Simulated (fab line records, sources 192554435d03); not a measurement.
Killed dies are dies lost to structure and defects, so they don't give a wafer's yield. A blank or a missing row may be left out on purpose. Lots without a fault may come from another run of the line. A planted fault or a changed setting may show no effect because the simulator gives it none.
Chamber matching | flow n5_finfet | N5_BEOL_M5_STRIP_19 on rie_diel-03: 4 sister chambers
The step strips in O2. 4 wafers are shown with their chamber, then 7 later ones without.

WAFERS WITH THEIR CHAMBER
wafer  | chamber | drypump_motor_current_A (A)
L084.2 | 0       | 6.7
L084.4 | 2       | 4.9
L085.3 | 1       | 6.0
L085.4 | 3       | 5.9

WAFERS WITHOUT THEIR CHAMBER
wafer  | drypump_motor_current_A (A)
L085.5 | 6.7
L093.3 | 6.7
L093.4 | 6.0
L093.6 | 6.8
L097.1 | 5.9
L097.2 | 4.9
L097.5 | 6.1

WHICH CHAMBER EACH WENT THROUGH
wafer  | from the rows above     | in truth
L085.5 | 0                       | 0
L093.3 | 0                       | 0
L093.4 | can't be placed: 1 or 3 | 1
L093.6 | 0                       | 0
L097.1 | can't be placed: 3 or 1 | 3
L097.2 | 2                       | 2
L097.5 | can't be placed: 1 or 3 | 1
Placed correctly: 4 of 7. Can't be placed from these rows: 3 (the true chamber is among the candidates in 3). Placed wrongly: 0.
How it was worked out, from the rows above alone: a wafer's distance from a chamber is the root of the sum, over the readings, of the square of ((its reading less the chamber's mean) divided by the reading's scatter). The wafer belongs to the nearest chamber; if the next one is less than 2 further off, it can't be placed. A chamber's mean is the mean of its shown wafers. The scatter: with one shown wafer a chamber, the root of the mean of the squares of how far each hidden wafer lies from its nearest shown one.
